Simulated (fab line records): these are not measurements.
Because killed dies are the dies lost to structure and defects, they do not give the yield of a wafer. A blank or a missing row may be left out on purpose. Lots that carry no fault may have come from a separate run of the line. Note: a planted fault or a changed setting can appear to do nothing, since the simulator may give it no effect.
Struck lot and sound lot, side by side || flow n5 finfet || 39 out of 1938 route steps
Sound: wafers L826.1, L826.3, L826.5. The struck wafers were L820.2, L820.3, L820.6. The cause comes at the end.
At each step with rows: each side's tool, then ch and its chambers, then its first start. Under that, the readings that differ: sound wafers || struck wafers || difference of the means || sigmas: that difference in standard deviations of wafers without a fault.
alike: a reading whose means differ by less than 2 such deviations, as well as words and numbers matching on both sides. not compared: withheld readings; readings where some wafer has no value; bounds like >300 that might hide an equal value; numbers whose values overlap and for which the record gives no deviation.
A row with sigmas, a row that says differs or no value, or rows on one side alone: a step with any of these is where the two part. Numbers that don't overlap but have no deviation are shown without sigmas and don't part them. Lack of a reading on every wafer of one side parts them only where that side has two or more wafers.

first, 11 steps without rows for these wafers: N5_STI_FIN_REVEAL_ALD_14 (deposits Si3N4, target thk 3 nm); N5_STI_FIN_REVEAL_FCVD_FILL_01 (material SiO2 flowable, target thk 312 nm, time 512.2 s); N5_STI_FIN_REVEAL_DENSIFY_02 (time 1800 s); N5_STI_FIN_REVEAL_CMP_04 (polishes, stops on Si3N4, t overpolish 4 s, target thk 131.83 nm); N5_STI_FIN_REVEAL_DENSIFY_30; N5_STI_FIN_REVEAL_ETCHBACK_08 (etches SiO2 in C4F6/O2, target depth 30.5 nm, time 10.167 s); N5_STI_FIN_REVEAL_STRIP_24 (strips in N2/H2, time 90 s); N5_STI_FIN_REVEAL_PRECLEAN_25 (cleans in SPM, time 90 s); N5_STI_FIN_REVEAL_PRECLEAN_26 (cleans in SC1, time 45 s); N5_STI_FIN_REVEAL_PRECLEAN_29 (cleans in DHF, time 30 s); N5_STI_FIN_REVEAL_SRD_12 (time 30 s).
N5_STI_FIN_REVEAL_RECESS_09: chemistry HF/NH3, target SiO2, afs cycles 11, target depth 42.5 nm, sublimation time 60 s.
  sound on vapor etch-02 ch 1, day 6 17:10; struck on vapor etch-01 ch 0,1, day 5 07:33
{"reading": "temp c (C)", "sound": "29.93 30.07 30.04", "struck": "31.40 31.51 31.34", "difference": "+1.40", "sigmas": "+14"}
  alike: drypump motor current A, foreline p Torr
then, 25 steps without rows for these wafers: N5_STI_FIN_REVEAL_STRIP_16 (strips SiNx in H3PO4, target depth 23.8 nm); N5_STI_FIN_REVEAL_PRECLEAN_17 (cleans in NF3:NH3, afs cycles 1, time 20 s, sublimation time 60 s); N5_STI_FIN_REVEAL_ETCH_34 (etches Si in H2, material Si, target depth 0.97 nm); N5_STI_FIN_REVEAL_OXIDATION_31 (chemistry O2 PLASMA REMOTE, time 20 s); N5_STI_FIN_REVEAL_PRECLEAN_32 (cleans in NF3:NH3, afs cycles 1, time 20 s, sublimation time 60 s); N5_STI_FIN_REVEAL_STRIP_35 (strips Si3N4 in H3PO4, target depth 4 nm, time 39 s); N5_STI_FIN_REVEAL_SRD_21 (time 30 s); N5_STI_FIN_REVEAL_OXIDATION_33 (chemistry O2 PLASMA REMOTE, time 20 s); N5_STI_FIN_REVEAL_CLEAN_19 (cleans in O3/DIW, time 120 s); N5_STI_FIN_REVEAL_SRD_23 (time 30 s); N5_STI_FIN_REVEAL_PRECLEAN_18 (cleans in SC2, time 45 s); N5_STI_FIN_REVEAL_SRD_28 (time 30 s); N5_DUMMY_GATE_PRECLEAN_00 (cleans in O3/DIW, time 60 s); N5_DUMMY_GATE_SRD_01 (time 30 s); N5_DUMMY_GATE_ALD_02 (deposits SiO2, target thk 2 nm, pulse time 1 s); N5_DUMMY_GATE_CVD_03 (deposits a-Si from SiH4, target thk 150 nm, time 8042 s); N5_DUMMY_GATE_PRECLEAN_46 (cleans in DIW, time 89.5 s); N5_DUMMY_GATE_SRD_47 (dry time 32 s); N5_DUMMY_GATE_CMP_04 (polishes a-Si); N5_DUMMY_GATE_HM_DEP_06 (deposits SiNx from DCS/NH3, target thk 80 nm, time 5141 s); N5_DUMMY_GATE_PECVD_30 (deposits SiO2 from TEOS/O2, target thk 55 nm, time 10.8 s); N5_DUMMY_GATE_COAT_34 (time 60 s, resist thk 60 nm); N5_DUMMY_GATE_COAT_35 (time 60 s, resist thk 10 nm); N5_DUMMY_GATE_COAT_28 (time 60 s, resist thk 10 nm); N5_DUMMY_GATE_COAT_09 (resist thk 30 nm).
-- here the record skips 6 days between the struck wafers' starts before and after, leaving off in module DUMMY_GATE and picking up in module BEOL_M4 (first step shown: number 1111 of the route) --
N5_BEOL_M4_RC_MEAS_101:
  sound on prober-02 ch 0, day 12 15:11; struck on prober-02 ch 0, day 10 23:59
{"reading": "ION_P (uA/um)", "sound": "466 455 476", "struck": "439 454 436", "difference": -23, "sigmas": -2}
{"reading": "SS_N (mV/dec)", "sound": "70.7 71.9 71.2", "struck": "74.5 71.8 72.6", "difference": "+1.7", "sigmas": "+2"}
  alike: DIBL_N, DIBL_P, IOFF_N, IOFF_P, ION_N, SS_P, VT_N, VT_P
-- record jumps: 5 days separate the struck wafers' starts on either side; left off in module BEOL_M4, taken up again in module PASSIVATION, whose first shown step is the route's number 1936 --
N5_PASSIVATION_PROBE_49:
  record: rows for the struck wafers here (prober-01, day 15 13:11), none for the sound ones

WHERE THEY PART
Earliest at N5_STI_FIN_REVEAL_RECESS_09; latest, in this record, at N5_PASSIVATION_PROBE_49.

WHY: what had been put in by the simulator
Process parameters drifting: vapor etch-01 at N5_STI_FIN_REVEAL_RECESS_09, beginning at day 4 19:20. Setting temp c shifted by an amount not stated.
